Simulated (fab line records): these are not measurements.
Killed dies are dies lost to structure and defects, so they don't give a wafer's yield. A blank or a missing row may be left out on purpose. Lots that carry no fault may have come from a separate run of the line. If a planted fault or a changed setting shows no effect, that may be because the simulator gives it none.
2 desks, one fault + flow n5 finfet + each desk has only its own numbers; what lay behind them comes last

AT THE METROLOGY DESK
Lot by lot, what the gauges showed, no matter which tool ran the lot: averages of those sampled wafers that carry a number. Any lot whose mean is over 4 standard deviations away from the usual mean is out of limits and marked OUT; that distance is given in the brackets. 7 of its 11 readings are shown, namely those furthest out on some lot.
Columns: A = DIBL_P at N5_BEOL_M4_RC_MEAS_101, usual 35.6 mV/V; B = IOFF_N at N5_BEOL_M4_RC_MEAS_101, usual 0.15 nA/um; C = IOFF_P at N5_BEOL_M4_RC_MEAS_101, usual 0.20 nA/um; D = ION_N at N5_BEOL_M4_RC_MEAS_101, usual 668 uA/um; E = ION_P at N5_BEOL_M4_RC_MEAS_101, usual 459 uA/um; F = VT_N at N5_BEOL_M4_RC_MEAS_101, usual 250 mV; G = VT_P at N5_BEOL_M4_RC_MEAS_101, usual -251 mV
| lot  | first seen here | A    | B    | C    | D   | E   | F   | G    |
|------|-----------------|------|------|------|-----|-----|-----|------|
| L953 | day 2 02:59     | 36.4 | 0.16 | 0.23 | 669 | 460 | 251 | -249 |
| L956 | day 2 20:19     | 35.2 | 0.14 | 0.17 | 666 | 454 | 251 | -255 |
| L957 | day 3 04:57     | 33.5 | 0.12 | 0.17 | 664 | 455 | 253 | -253 |
| L958 | day 3 09:12     | 34.7 | 0.15 | 0.21 | 670 | 464 | 249 | -249 |
| L959 | day 3 14:46     | 34.2 | 0.16 | 0.20 | 663 | 455 | 249 | -250 |
| L960 | day 3 20:54     | 34.2 | 0.12 | 0.17 | 648 | 452 | 256 | -253 |
| L961 | day 4 03:19     | 36.7 | 0.15 | 0.20 | 674 | 463 | 252 | -252 |
| L963 | day 4 14:56     | 33.9 | 0.12 | 0.18 | 653 | 458 | 253 | -252 |
| L969 | day 6 03:02     | 35.5 | 0.15 | 0.20 | 670 | 458 | 250 | -250 |
| L973 | day 7 03:10     | 34.7 | 0.14 | 0.18 | 661 | 456 | 251 | -254 |
| L976 | day 7 22:40     | 39.5 | 0.23 | 0.28 | 696 | 472 | 244 | -244 |
Finding of this desk: none of the 11 lots has anything out of limits.

THE TOOL OWNER'S DESK: vapor etch-01
The tool's own readings at N5_FIN_CUT_PRECLEAN_35 (cleans in vHF, time 13.3 s): means of the sampled wafers that have a number, for each lot that ran on this tool. Any lot whose mean is over 4 standard deviations away from the usual mean is out of limits and marked OUT; that distance is given in the brackets.
Columns: A = drypump motor current A at N5_FIN_CUT_PRECLEAN_35, usual 5.1 A
| lot  | first seen here | A   |
|------|-----------------|-----|
| L956 | day 2 20:58     | 4.9 |
| L958 | day 3 09:50     | 4.9 |
| L959 | day 3 15:25     | 4.8 |
| L960 | day 3 21:32     | 4.9 |
| L961 | day 4 03:58     | 4.9 |
| L969 | day 6 03:41     | 4.8 |
Finding of this desk: none of the 6 lots has anything out of limits.

BROUGHT TOGETHER
At the metrology desk, nothing out of limits was observed.
Nothing out of limits was seen by the tool owner's desk.

WHAT THE SIMULATOR HAD INSERTED
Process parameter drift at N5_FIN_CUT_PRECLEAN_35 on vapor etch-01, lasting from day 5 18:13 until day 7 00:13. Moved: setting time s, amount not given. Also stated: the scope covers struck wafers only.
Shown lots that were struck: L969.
